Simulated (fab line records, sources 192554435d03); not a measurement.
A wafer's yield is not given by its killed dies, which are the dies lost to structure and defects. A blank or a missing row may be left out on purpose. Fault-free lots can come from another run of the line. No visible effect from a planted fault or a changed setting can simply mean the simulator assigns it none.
Matching of chambers ; flow n5Finfet ; rieDiel-02 running N5_BEOL_M0_CUTY_ETCH_62: 4 sister chambers
The step etches SiARC in CF4, time 58.5 s. 4 wafers are shown with their chamber, then 9 later ones without.

WAFERS PAIRED WITH THEIR CHAMBERS
wafer;chamber;drypumpMotorCurrentA (A)
L089.5;2;5.9
L090.3;1;6.5
L090.4;0;6.3
L090.5;3;5.8

WAFERS MISSING THEIR CHAMBER
wafer;drypumpMotorCurrentA (A)
L092.2;5.9
L092.3;6.6
L092.5;6.5
L094.1;6.3
L094.3;5.9
L094.4;6.3
L095.2;6.5
L095.3;6.4
L095.4;5.8

EACH ONE'S CHAMBER
wafer;from the rows above;in truth
L092.2;2;2
L092.3;1;1
L092.5;1;1
L094.1;0;0
L094.3;2;2
L094.4;0;0
L095.2;1;1
L095.3;can't be placed: 1 or 0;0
L095.4;3;3
Correctly placed: 8 of 9. From these rows, 1 cannot be placed; in 1 the true chamber is one of the candidates. Placed wrongly: 0.
How it was worked out, from the rows above alone: a wafer's distance from a chamber is the root of the sum, over the readings, of the square of ((its reading less the chamber's mean) divided by the reading's scatter). If the next closest chamber is less than 2 further off than the closest, the wafer can't be placed; otherwise it belongs to the closest. The mean given for a chamber averages the wafers shown for that chamber. The scatter (one wafer shown for each chamber): square how far every hidden wafer sits from the nearest shown wafer, average those squares and take the square root.
